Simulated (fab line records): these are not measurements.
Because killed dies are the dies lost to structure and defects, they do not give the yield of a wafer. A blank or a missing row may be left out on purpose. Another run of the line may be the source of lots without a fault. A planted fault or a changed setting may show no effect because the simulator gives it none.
Which of the tools did it? ; flow nand harc ; Sampling: 11 lots, 33 wafers, 6 of 1302 route steps

WHAT THE GAUGES SHOWED, per wafer
NHARC_A_STAIRCASE_INSPECT_155.
lot;measured;on;raw defect count
L074;day 19 18:17;defect inspect-02;461 441 470
L077;day 19 23:55;defect inspect-01;192 270 222
L080;day 21 22:30;defect inspect-02;510 297 406
L082;day 23 05:22;defect inspect-02;370 452 347
L085;day 23 19:05;defect inspect-01;454 378 338
L086;day 23 23:12;defect inspect-02;758 430 444
L088;day 25 04:07;defect inspect-02;411 328 494
L090;day 26 11:58;defect inspect-02;559 588 552
L093;day 27 07:46;defect inspect-01;300 379 405
L096;day 28 07:50;defect inspect-02;348 358 262
L097;day 28 15:37;defect inspect-02;381 290 499

WHICH TOOL RAN EACH LOT (tool, then ch and the chambers of the sampled wafers, then the start)
lot;NHARC_A_STAIRCASE_TRIM_226;NHARC_A_STAIRCASE_ETCH_451;NHARC_A_STAIRCASE_DEP_280;NHARC_A_STAIRCASE_ETCH_313;NHARC_A_STAIRCASE_STRIP_476
L074;rie diel-13 ch 2,3, day 17 09:29 or earlier;rie diel-13 ch 1,2,3, day 17 09:29 or earlier;pecvd-03 ch 0,2, day 17 09:29;rie diel-02 ch 1,2,3, day 17 19:07;rie diel-13 ch 1,2, day 17 23:12
L077;rie diel-10 ch 1,2,3, day 17 18:38 or earlier;rie diel-13 ch 0,1, day 17 18:38 or earlier;pecvd-04 ch 0,1,2, day 17 18:38;rie diel-02 ch 1,2,3, day 18 01:25;rie diel-10 ch 0,1,3, day 18 05:23
L080;rie diel-02 ch 0,1,2, day 19 09:47 or earlier;rie diel-02 ch 0,1,3, day 19 09:47 or earlier;pecvd-01 ch 0,1,2, day 19 09:47;rie diel-02 ch 0,1,3, day 19 16:25;rie diel-02 ch 1,2,3, day 19 23:46
L082;rie diel-13 ch 0,1,2, day 20 17:09 or earlier;rie diel-10 ch 0,3, day 20 17:09 or earlier;pecvd-03 ch 0,2, day 20 17:09;rie diel-10 ch 0,1,3, day 21 00:56;rie diel-10 ch 0,1,2, day 21 04:57
L085;rie diel-02 ch 1,2,3, day 21 01:53 or earlier;rie diel-10 ch 0,1,2, day 21 01:53 or earlier;pecvd-03 ch 0,1,2, day 21 01:53;rie diel-02 ch 0,3, day 21 10:14;rie diel-13 ch 1,2,3, day 21 16:26
L086;rie diel-02 ch 0,1,3, day 21 12:02 or earlier;rie diel-02 ch 2,3, day 21 12:02 or earlier;pecvd-04 ch 0,1, day 21 12:02;rie diel-10 ch 1,3, day 21 19:50;rie diel-10 ch 2,3, day 22 00:05
L088;rie diel-13 ch 2,3, day 22 19:40 or earlier;rie diel-02 ch 1,2, day 22 19:40 or earlier;pecvd-01 ch 0,1,2, day 22 19:40;rie diel-02 ch 0,1,3, day 23 05:00;rie diel-13 ch 0,1,3, day 23 09:00
L090;rie diel-02 ch 1,2,3, day 24 03:05 or earlier;rie diel-10 ch 0,1,2, day 24 03:05 or earlier;pecvd-04 ch 1,2, day 24 03:05;rie diel-13 ch 0,2,3, day 24 11:26;rie diel-10 ch 1,2, day 24 17:20
L093;rie diel-13 ch 1,3, day 24 23:59 or earlier;rie diel-10 ch 0,1,3, day 24 23:59 or earlier;pecvd-01 ch 0,1,2, day 24 23:59;rie diel-10 ch 2,3, day 25 07:53;rie diel-13 ch 1,2, day 25 11:58
L096;rie diel-10 ch 0,3, day 25 23:58 or earlier;rie diel-10 ch 1,2, day 25 23:58 or earlier;pecvd-03 ch 0,1,2, day 25 23:58;rie diel-10 ch 0,2,3, day 26 06:27;rie diel-02 ch 0,1,2, day 26 11:13
L097;rie diel-10 ch 0,2, day 26 04:34 or earlier;rie diel-02 ch 1,2,3, day 26 04:34 or earlier;pecvd-01 ch 0,1,2, day 26 04:34;rie diel-13 ch 0,2,3, day 26 14:22;rie diel-10 ch 0,1,2, day 26 18:22
- NHARC_A_STAIRCASE_TRIM_226: chemistry O2, time 211.2 s.
- NHARC_A_STAIRCASE_ETCH_451: etches the open film in CF4/O2, target depth 30 nm, overetch 3 nm, time 16.5 s.
- NHARC_A_STAIRCASE_DEP_280: deposits SiON, target thk 30 nm.
- NHARC_A_STAIRCASE_ETCH_313: etches the open film in CF4/CHF3.
- NHARC_A_STAIRCASE_STRIP_476: strips in O2, time 20 s.

THE ANSWER, worked out from the rows above alone
Rule: the lots themselves supply what counts as usual. Put in order of their means at a reading, lots are off if they are a third of the lots or fewer, leave a main group of 4 or more, and stand apart from it by a gap of 3 or more times the standard deviation of the main group's means; of several such gaps the widest counts. A main group whose means are all the same, to the digits that the tables above print for the reading, isn't used. Also off: a lot with no number at a reading for which 4 or more lots have one. The other lots that the step has rows for count as sound.
None of the lots is off at any reading shown; this tells nothing.

WHAT THE SIMULATOR HAD INSERTED
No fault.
